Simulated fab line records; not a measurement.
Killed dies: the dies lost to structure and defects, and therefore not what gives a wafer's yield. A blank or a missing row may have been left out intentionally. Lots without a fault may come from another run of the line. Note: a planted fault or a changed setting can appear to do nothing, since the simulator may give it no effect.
Matching of chambers || flow n5-finfet || 4 sister chambers for N5_BEOL_M6_STRIP_67 on rie-diel-01
The step strips in CF4. 4 wafers are shown with their chamber, then 12 later ones without.

EACH WAFER AND ITS CHAMBER
{"wafer": "L074.5", "chamber": 1, "throttle-valve-pct (%)": 13.8}
{"wafer": "L091.1", "chamber": 3, "throttle-valve-pct (%)": 13.9}
{"wafer": "L091.4", "chamber": 2, "throttle-valve-pct (%)": 13.6}
{"wafer": "L091.6", "chamber": 0, "throttle-valve-pct (%)": 13.3}

WAFERS MISSING THEIR CHAMBER
{"wafer": "L089.1", "throttle-valve-pct (%)": 14.0}
{"wafer": "L089.2", "throttle-valve-pct (%)": 13.6}
{"wafer": "L089.3", "throttle-valve-pct (%)": 13.3}
{"wafer": "L089.4", "throttle-valve-pct (%)": 13.3}
{"wafer": "L089.5", "throttle-valve-pct (%)": 13.9}
{"wafer": "L089.6", "throttle-valve-pct (%)": 13.6}
{"wafer": "L095.2", "throttle-valve-pct (%)": 13.3}
{"wafer": "L095.5", "throttle-valve-pct (%)": 13.3}
{"wafer": "L095.6", "throttle-valve-pct (%)": 13.3}
{"wafer": "L096.1", "throttle-valve-pct (%)": 13.3}
{"wafer": "L096.2", "throttle-valve-pct (%)": 13.7}
{"wafer": "L096.3", "throttle-valve-pct (%)": 13.3}

THE CHAMBER EACH PASSED THROUGH
{"wafer": "L089.1", "from the rows above": 3, "in truth": 3}
{"wafer": "L089.2", "from the rows above": 2, "in truth": 2}
{"wafer": "L089.3", "from the rows above": 0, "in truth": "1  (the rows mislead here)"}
{"wafer": "L089.4", "from the rows above": 0, "in truth": 0}
{"wafer": "L089.5", "from the rows above": 3, "in truth": 3}
{"wafer": "L089.6", "from the rows above": 2, "in truth": 2}
{"wafer": "L095.2", "from the rows above": 0, "in truth": 0}
{"wafer": "L095.5", "from the rows above": 0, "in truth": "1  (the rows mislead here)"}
{"wafer": "L095.6", "from the rows above": 0, "in truth": 0}
{"wafer": "L096.1", "from the rows above": 0, "in truth": 0}
{"wafer": "L096.2", "from the rows above": "can't be placed: 2 or 1", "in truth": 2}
{"wafer": "L096.3", "from the rows above": 0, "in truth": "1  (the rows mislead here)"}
Correct placement for 8 of the 12. From these rows, 1 cannot be placed; in 1 the true chamber is one of the candidates. Placed wrongly: 3.
How it was worked out, from the rows above alone: a wafer's distance from a chamber is the root of the sum, over the readings, of the square of ((its reading less the chamber's mean) divided by the reading's scatter). If the next closest chamber is less than 2 further off than the closest, the wafer can't be placed; otherwise it belongs to the closest. Each chamber's mean is taken over the wafers shown for it. The scatter: root of mean squared gap, hidden wafer to nearest shown wafer, with one shown wafer a chamber.
